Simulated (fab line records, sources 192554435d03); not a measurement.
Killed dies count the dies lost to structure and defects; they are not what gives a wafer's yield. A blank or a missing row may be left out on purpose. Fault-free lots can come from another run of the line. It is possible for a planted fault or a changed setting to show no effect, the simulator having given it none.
Split-lot trial + flow n5 finfet + 7 lots, 21 wafers read, on a route of 1938 steps

SPLIT DETAILS
At N5_BEOL_M10_COAT_63 (time 60 s, resist thk 100 nm), the setting spin rpm was moved away from the recipe's 1500 rpm on 6 of the 21 wafers read, by -9.6% to +9.9%. For the rest of the wafers, this setting stayed at what the recipe calls for.

FROM THE SPLIT TO THE READING: what the file shows between them, 6 steps
- N5_BEOL_M10_COAT_64: time 60 s, resist thk 30 nm
- N5_BEOL_M10_COAT_22: resist thk 90 nm
- N5_BEOL_M10_DESCUM_33: chemistry O2, time 7.9 s
- N5_BEOL_M10_ETCH_65: etches SiARC in CF4, target depth 39 nm, time 65 s
- N5_BEOL_M10_ETCH_66: etches SOC in N2/H2, target depth 120 nm, overetch 24 nm, time 180 s
- N5_BEOL_M10_STRIP_69: strips in N2/H2

THE READING
SOC_of_BEOL_M10_COAT_63.thk nm (the simulator's own value, which no gauge read), in nm, at N5_BEOL_M10_VIA_ETCH_34 (etches SiCOH lowk in C4F6/O2, target depth 184.5 nm, time 69.2 s). No usual value for it is given in the file. Across the 15 wafers here that went through the recipe, the average is 91.8 nm and the standard deviation 0.33 nm.

| wafer  | tool, chamber at the split | spin rpm as run, rpm | against the recipe | SOC_of_BEOL_M10_COAT_63.thk nm, nm | against lot-mates on the recipe |
|--------|----------------------------|----------------------|--------------------|------------------------------------|---------------------------------|
| L078.1 | litho track-03, 0          | 1500                 | recipe             | 92                                 | -                               |
| L078.5 | litho track-03, 0          | 1500                 | recipe             | 91.8                               | -                               |
| L078.6 | litho track-03, 0          | 1500                 | recipe             | 91.4                               | -                               |
| L084.4 | litho track-04, 0          | 1500                 | recipe             | 91.6                               | -                               |
| L084.5 | litho track-04, 0          | 1500                 | recipe             | 91.8                               | -                               |
| L084.6 | litho track-04, 0          | 1500                 | recipe             | 91.8                               | -                               |
| L085.4 | litho track-03, 0          | 1356                 | -9.6%              | 97.4                               | +5.3                            |
| L085.5 | litho track-03, 0          | 1500                 | recipe             | 92                                 | -                               |
| L085.6 | litho track-03, 0          | 1500                 | recipe             | 92.2                               | -                               |
| L087.3 | litho track-03, 0          | 1596                 | +6.4%              | 88.8                               | -2.6                            |
| L087.5 | litho track-03, 0          | 1500                 | recipe             | 91                                 | -                               |
| L087.6 | litho track-03, 0          | 1500                 | recipe             | 91.8                               | -                               |
| L089.1 | litho track-03, 0          | 1500                 | recipe             | 91.4                               | -                               |
| L089.2 | litho track-03, 0          | 1648                 | +9.9%              | 86.8                               | -4.6                            |
| L089.4 | litho track-03, 0          | 1648                 | +9.9%              | 87.4                               | -4.0                            |
| L094.1 | litho track-01, 0          | 1500                 | recipe             | 91.8                               | -                               |
| L094.4 | litho track-01, 0          | 1500                 | recipe             | 91.8                               | -                               |
| L094.5 | litho track-01, 0          | 1500                 | recipe             | 92                                 | -                               |
| L097.1 | litho track-01, 0          | 1424                 | -5.1%              | 95                                 | +2.6                            |
| L097.6 | litho track-01, 0          | 1424                 | -5.1%              | 95                                 | +2.6                            |
| L097.2 | litho track-01, 0          | 1500                 | recipe             | 92.4                               | -                               |

FIT RESULTS
A straight line over all 21 wafers: SOC_of_BEOL_M10_COAT_63.thk nm changes by -0.525 nm for each +1% of spin rpm; r = -0.99; the points scatter about the line by 0.39 nm.
The same after taking each lot's own level away (the mean of its wafers on the recipe; 21 wafers): -0.473 nm for each +1%; r = -0.99; scatter 0.29 nm.
The reading moves by 4.7 nm for the largest change in spin rpm, on that fit.
From 91.40 to 92.40 nm: that is the span of the lots' own levels, equal to 3.0 times the standard deviation above.
So the lot-to-lot level changes the slope: the two fits differ.
Check: with one of the wafers moved furthest among these (+9.9%) left out of the fit, the line predicts -4.54 nm for it against its lot-mates. It came out at -4.6 nm against them.

THE OTHER SPLITS THESE WAFERS WENT THROUGH
Other splits were also applied to these wafers ahead of the reading. Each is held against what the fit with the lots' levels taken away leaves over:
| other split on the same wafers | wafers away from the commonest value | r with SOC_of_BEOL_M10_COAT_63.thk nm (lot level and that fit taken away) |
|--------------------------------|--------------------------------------|---------------------------------------------------------------------------|
| N5_BEOL_M10_ETCH_62 time s     | 12                                   | +0.24                                                                     |

THE WHOLE CHAIN: every reading that the file lists as answering this split, in the file's order
| step                    | what it does                                                         | reading                                                                         | change (the file's fit)               | r (the file's) |
|-------------------------|----------------------------------------------------------------------|---------------------------------------------------------------------------------|---------------------------------------|----------------|
| N5_BEOL_M10_COAT_63     | time 60 s, resist thk 100 nm                                         | SOC_of_BEOL_M10_COAT_63.thk nm (the simulator's own value, which no gauge read) | -0.499 nm for each +1% of the setting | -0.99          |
| N5_BEOL_M10_ETCH_66     | etches SOC in N2/H2, target depth 120 nm, overetch 24 nm, time 180 s | etch.depth nm (the simulator's own value, which no gauge read)                  | -0.501 nm for each +1% of the setting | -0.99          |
| N5_BEOL_M10_VIA_ETCH_34 | etches SiCOH lowk in C4F6/O2, target depth 184.5 nm, time 69.2 s     | SOC_of_BEOL_M10_COAT_63.thk nm (the simulator's own value, which no gauge read) | -0.481 nm for each +1% of the setting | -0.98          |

FILE'S OWN FIT
SOC_of_BEOL_M10_COAT_63.thk nm changes by -0.481 nm for each +1% of spin rpm, r = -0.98.
